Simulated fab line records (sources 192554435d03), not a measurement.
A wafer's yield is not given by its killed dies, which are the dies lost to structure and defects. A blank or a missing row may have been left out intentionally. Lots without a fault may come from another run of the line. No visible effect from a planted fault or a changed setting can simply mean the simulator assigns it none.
fab line records | flow n5Finfet
[record] lots = 7 wafers = 19 lastDay = 17
route steps=1938 shown BEOL_M11@1561
lots that met no fault: taken from a fault-free run of the same line
startH: start of the lot's first displayed wafer, in hours after the record's first day | waitH: time in hours since the lot's previous step | " repeats the value in the row above | L1.1+2: a row that stands for several wafers | - no value, or no start given | * or withheld: withheld | < > ~ a bound
route shown NAME@n: names a module that has steps shown in the file, with the first one's number in the route | usual: mean/standard deviation taken from wafers without a fault | same: alike in all rows | chamber/n: place in a boat | sites: the reading at each site | _std_site: the standard deviation of these | _edge_site: outer sites' mean less inner sites' | radiusMm: how far each site lies from the wafer's centre | mask NAME#n: copy n | behind: tool/chamber where the wafer was last shaped | hold: cause of the lot's hold/its duration in hours/its outcome | device: whichever transistor did not switch (one of n, p or np) | end of line: the route-end tests of the same wafers | for a step that has no rows: nothing shown but its recipe | killed: the dies lost at the first sort to structure and to defects; this is not the yield of the wafer | map: the dies of a wafer, with x for killed, . for not killed, _ for no die there
set.NAME: the setting the step ran with; set.NAME@STEP: the setting that earlier step ran with | model.NAME: the simulator's own value behind a step, which no gauge read
lots at selected steps of the route; one table per step, one row per wafer
services: from which hour (startH, from the record's first day; less than 0 if before it) a tool's chamber was out of use, for how many hours, and why
[[steps]]
[step N5_BEOL_M11_COAT_64]
[recipe] resist = SiARC tempC = 220 timeS = 60 spinRpm = 1500 resistThkNm = 30
[step N5_BEOL_M11_COAT_22]
[recipe] resist = CAR-ArF spinRpm = 1500 resistThkNm = 90
[step N5_BEOL_M11_EBR_24]
[recipe] solvent = PGMEA ebrWidthMm = 1.5
[step N5_BEOL_M11_SOFTBAKE_23]
[recipe] tempC = 110 timeS = 60 resist = CAR-ArF
[step N5_BEOL_M11_EXPOSE_25]
[recipe] maskId = V10 na = 1.35 sourceShape = annular sigmaInner = 0.5 sigmaOuter = 0.8 polarization = unpolarized doseMj = 85.5
[step N5_BEOL_M11_PEB_26]
[recipe] pebTempC = withheld pebTimeS = 60 resist = CAR-ArF
[step N5_BEOL_M11_DEVELOP_27]
[recipe] developTimeS = 30 developer = TMAH resist = CAR-ArF rinseLiquid = diw dry = airSpin devTempC = 23
[step N5_BEOL_M11_CD_MEAS_28]
[recipe] targetCdNm = 70 landingEnergyEv = 500 detector = seInlens polarity = opening
[usual] cdNm = 69.5/0.9
[same] landingEnergyEv = 500
// columns lot.wafer tool chamber startH waitH cdNm
L715.1 cdSem-03 0 271.12 - 71.1
L715.2 " 0 " " 70.4
L715.4 " 0 " " 70.6
L720.3 cdSem-02 0 297.69 - 70.5
L720.4 " 0 " " 69.6
L720.6 " 0 " " 69.1
L722.3 cdSem-03 0 307.16 - 70.1
L722.5 " 0 " " 70.2
L725.4 cdSem-03 0 323.41 - 69.4
L725.5 " 0 " " 69.5
L725.6 " 0 " " 68.8
L727.5 cdSem-03 0 331.80 - 68.9
L727.6 " 0 " " 68.1
L728.1 cdSem-03 0 344.27 - 68.3
L728.2 " 0 " " 68.3
L728.3 " 0 " " 68.8
L730.3 cdSem-03 0 350.15 - 68.9
L730.4 " 0 " " 68.7
L730.6 " 0 " " 69.0
[step N5_BEOL_M11_OVL_MEAS_29]
[recipe] pointsPerWafer = 44
[usual] V10_OVL = -1.2/0.72
// columns lot.wafer tool chamber startH waitH V10_OVL[nm]
L715.1 overlay-02 0 271.15 0.0 0.7
L715.2 " 0 " " -0.6
L715.4 " 0 " " -0.2
L720.3 overlay-01 0 297.72 0.0 -2.0
L720.4 " 0 " " -2.4
L720.6 " 0 " " -1.5
L722.3 overlay-02 0 307.19 0.0 -1.9
L722.5 " 0 " " -1.1
L725.4 overlay-01 0 323.45 0.0 -1.5
L725.5 " 0 " " -0.5
L725.6 " 0 " " -0.9
L727.5 overlay-02 0 331.83 0.0 -1.6
L727.6 " 0 " " -2.0
L728.1 overlay-02 0 344.30 0.0 -1.6
L728.2 " 0 " " -1.5
L728.3 " 0 " " -1.2
L730.3 overlay-02 0 350.18 0.0 -1.2
L730.4 " 0 " " -1.6
L730.6 " 0 " " -0.6
[step N5_BEOL_M11_INSPECT_30]
[recipe] mode = adi inspectInstrument = brightfield
[usual] rawDefectCount = 395/84
// columns lot.wafer tool chamber startH waitH rawDefectCount
L715.1 defectInspect-01 - 271.17 0.0 344
L715.2 " - " " 363
L715.4 " - " " 369
L720.3 defectInspect-02 - 297.75 0.0 404
L720.4 " - " " 396
L720.6 " - " " 424
L722.3 defectInspect-01 - 307.21 0.0 260
L722.5 " - " " 287
L725.4 defectInspect-01 - 323.47 0.0 384
L725.5 " - " " 355
L725.6 " - " " 419
L727.5 defectInspect-02 - 331.85 0.0 448
L727.6 " - " " 430
L728.1 defectInspect-02 - 344.33 0.0 390
L728.2 " - " " 462
L728.3 " - " " 413
L730.3 defectInspect-02 - 350.20 0.0 487
L730.4 " - " " 353
L730.6 " - " " 357
[step N5_BEOL_M11_DESCUM_33]
[recipe] chemistry = O2 timeS = 7.9 sourcePowerW = 50 biasPowerW = 20 pressureMtorr = 20 rfFrequencyHz = 2.712e+07 tempC = 40 resist = CAR-ArF o2FlowSccm = 225
[usual] drypumpMotorCurrentA = 5.8/0.39 oesProductAu = 0.78/0.085 rfVppV = 243.0/1.4 showerheadPlenumPTorr = 2.08/0.081 throttleValvePct = 20.49/0.19
// columns lot.wafer tool chamber startH waitH drypumpMotorCurrentA oesProductAu rfHoursCounterH rfVppV showerheadPlenumPTorr throttleValvePct
L715.1 rieDiel-05 1 271.21 0.0 6.1 0.71 202 241.9 2.16 20.66
L715.2 " 3 " " 5.2 0.70 225 241.6 1.98 20.70
L715.4 " 2 " " 6.3 0.94 5 245.0 2.23 20.50
L720.3 rieDiel-01 0 298.47 0.7 5.3 0.74 164 244.1 2.09 20.43
L720.4 " 1 " " 5.6 1.02 0 243.7 2.15 20.24
L720.6 " 0 " " 5.3 0.75 - 243.3 2.09 20.43
L722.3 rieDiel-01 0 307.25 0.0 5.3 0.74 167 243.4 2.09 20.44
L722.5 " 0 " " 5.2 0.75 - 243.5 2.09 20.43
L725.4 rieDiel-01 0 323.60 0.1 5.2 0.74 - 243.5 2.09 20.43
L725.5 " 2 " " 6.1 0.75 - 243.2 2.08 20.75
L725.6 " 1 " " 5.5 0.97 - 244.1 2.14 20.27
L727.5 rieDiel-01 0 331.93 0.1 5.3 0.74 - 243.4 2.09 20.46
L727.6 " 1 " " 5.6 0.96 - 243.3 2.14 20.26
L728.1 rieDiel-05 2 344.36 0.0 6.4 0.87 28 246.5 2.22 20.52
L728.2 " 3 " " 5.2 0.69 244 241.3 1.98 20.74
L728.3 " 0 " " 5.9 0.79 106 241.3 2.02 20.22
L730.3 rieDiel-06 1 350.24 0.0 6.4 0.83 81 245.9 2.21 20.39
L730.4 " 0 " " 5.8 0.75 175 242.1 2.01 20.26
L730.6 " 2 " " 5.9 0.91 - 242.3 2.04 20.42
[step N5_BEOL_M11_ETCH_65]
[recipe] chemistry = CF4 target = SiARC targetDepthA = 390 maskMaterial = CAR-ArF timeS = 65 ionEnergyEv = 80 pressureMtorr = 40 sourceW = 545 biasW = 36 Ar_flow_sccm = 100 cf4FlowSccm = 100 ends = cleared
[usual] drypumpMotorCurrentA = 5.8/0.39 etchRfOnTimeS = 65.1/0.9 oesProductAu = 0.67/0.072 rfVppV = 183.9/1.3 showerheadPlenumPTorr = 2.13/0.076 throttleValvePct = 15.70/0.21
// columns lot.wafer tool chamber startH waitH drypumpMotorCurrentA etchRfOnTimeS oesProductAu rfHoursCounterH rfVppV showerheadPlenumPTorr throttleValvePct
L715.1 rieDiel-05 1 271.24 0.0 6.1 65.6 0.61 202 185.2 2.21 15.92
L715.2 " 3 " " 5.2 64.9 0.60 225 183.2 2.03 15.90
L715.4 " 2 " " 6.4 65.6 0.80 5 185.8 2.27 15.61
L720.3 rieDiel-01 0 298.50 0.0 5.3 65.1 0.63 164 183.9 2.14 15.61
L720.4 " 1 " " 5.5 64.3 0.86 0 183.7 2.19 15.36
L720.6 " 0 " " 5.3 66.0 0.63 - 182.8 2.14 15.61
L722.3 rieDiel-01 0 307.28 0.0 5.2 65.7 0.63 167 184.2 2.14 15.60
L722.5 " 0 " " 5.2 64.9 0.64 - 183.2 2.14 15.62
L725.4 rieDiel-01 0 323.64 0.0 5.2 64.9 0.62 - 183.3 2.13 15.63
L725.5 " 2 " " 6.1 66.2 0.63 - 183.3 2.14 15.99
L725.6 " 1 " " 5.5 63.7 0.83 - 184.7 2.18 15.39
L727.5 rieDiel-01 0 331.97 0.0 5.3 64.5 0.63 - 185.6 2.13 15.63
L727.6 " 1 " " 5.5 63.3 0.82 - 186.0 2.18 15.38
L728.1 rieDiel-05 2 344.40 0.0 6.3 65.4 0.74 28 186.0 2.26 15.64
L728.2 " 3 " " 5.2 64.7 0.59 244 181.1 2.03 15.95
L728.3 " 0 " " 5.9 65.9 0.67 106 183.1 2.08 15.48
L730.3 rieDiel-06 1 350.27 0.0 6.4 63.3 0.72 81 184.7 2.25 15.53
L730.4 " 0 " " 5.8 64.6 0.63 175 182.5 2.05 15.45
L730.6 " 2 " " 5.9 63.6 0.78 - 184.7 2.10 15.53
[step N5_BEOL_M11_ETCH_66]
[recipe] chemistry = N2/H2 target = SOC targetDepthA = 1200 overetchA = 240 maskMaterial = SiARC tempC = 40 timeS = 180 ionEnergyEv = 200 pressureMtorr = 30 sourceW = 840 biasW = 150 n2FlowSccm = 200 h2FlowSccm = 200
[usual] drypumpMotorCurrentA = 5.8/0.39 oesProductAu = 0.63/0.066 rfVppV = 523.5/2.7 showerheadPlenumPTorr = 2.53/0.097 throttleValvePct = 17.89/0.19
// columns lot.wafer tool chamber startH waitH drypumpMotorCurrentA oesProductAu rfHoursCounterH rfVppV showerheadPlenumPTorr throttleValvePct model.SiARC_of_BEOL_M11_COAT_64.thkNm
L715.1 rieDiel-05 1 271.29 0.0 6.1 0.58 202 526.9 2.63 18.07 23
L715.2 " 3 " " 5.2 0.57 225 519.9 2.41 18.12 22.8
L715.4 " 2 " " 6.3 0.76 5 527.8 2.71 17.90 23
L720.3 rieDiel-01 0 298.55 0.0 5.2 0.60 164 523.7 2.54 17.85 22.6
L720.4 " 1 " " 5.5 0.81 0 525.5 2.60 17.57 22.6
L720.6 " 0 " " 5.3 0.60 - 524.4 2.54 17.83 22.8
L722.3 rieDiel-01 0 307.33 0.0 5.2 0.59 167 524.4 2.54 17.84 22.8
L722.5 " 0 " " 5.3 0.60 - 523.4 2.54 17.84 24
L725.4 rieDiel-01 0 323.72 0.1 5.2 0.59 - 521.4 2.54 17.87 22.8
L725.5 " 2 " " 6.1 0.62 - 523.3 2.53 18.07 24
L725.6 " 1 " " 5.5 0.78 - 524.7 2.60 17.57 23.8
L727.5 rieDiel-01 0 332.06 0.1 5.3 0.59 - 523.0 2.53 17.88 24
L727.6 " 1 " " 5.5 0.77 - 525.4 2.60 17.57 23.8
L728.1 rieDiel-05 2 344.45 0.0 6.3 0.71 28 526.8 2.70 17.95 23
L728.2 " 3 " " 5.2 0.56 244 520.2 2.41 18.18 22.8
L728.3 " 0 " " 5.9 0.64 106 521.4 2.46 17.61 22.6
L730.3 rieDiel-06 1 350.32 0.0 6.3 0.67 82 528.1 2.68 17.84 22.6
L730.4 " 0 " " 5.8 0.60 175 521.5 2.43 17.60 22.8
L730.6 " 2 " " 5.9 0.74 - 522.0 2.50 17.88 22.6
[step N5_BEOL_M11_STRIP_69]
[recipe] chemistry = N2/H2 tempC = 40 n2FlowSccm = 200 h2FlowSccm = 200 rfFrequencyHz = 6e+07
[[services]]
// columns tool chamber startH hours kind
rieDiel-01 1 274.03 - clean
rieDiel-01 1 274.03 - consumableReplace:focusRing
rieDiel-01 1 274.03 22.8 scheduledDown
rieDiel-01 1 274.03 22.8 ventCycle
rieDiel-01 3 321.09 3.5 repair
rieDiel-05 0 345.96 4.0 repair
[[key]]
firstSign none at tools or gauges
[modelEffect] step = N5_BEOL_M11_ETCH_66 value = SiARC_of_BEOL_M11_COAT_64.thkNm without = 22.72 struck = 23.92
metAt N5_BEOL_M11_ETCH_66
struckWafers L722.5,L725.5,L725.6,L727.5,L727.6
sortLeftOut L722.5,L725.5,L725.6,L727.5,L727.6
onsetBetween 298.55 307.33
[fault] kind = processParameterDrift tool = rieDiel-01 chamber = - onsetH = 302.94 steps = N5_BEOL_M11_ETCH_66 channel = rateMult offset = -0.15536 shape = step endH = 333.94 scope = struckWafersOnly
// sortLeftOut: the simulated sort isn't trusted on such a fault, so these wafers' sort isn't shown, and their yield isn't known
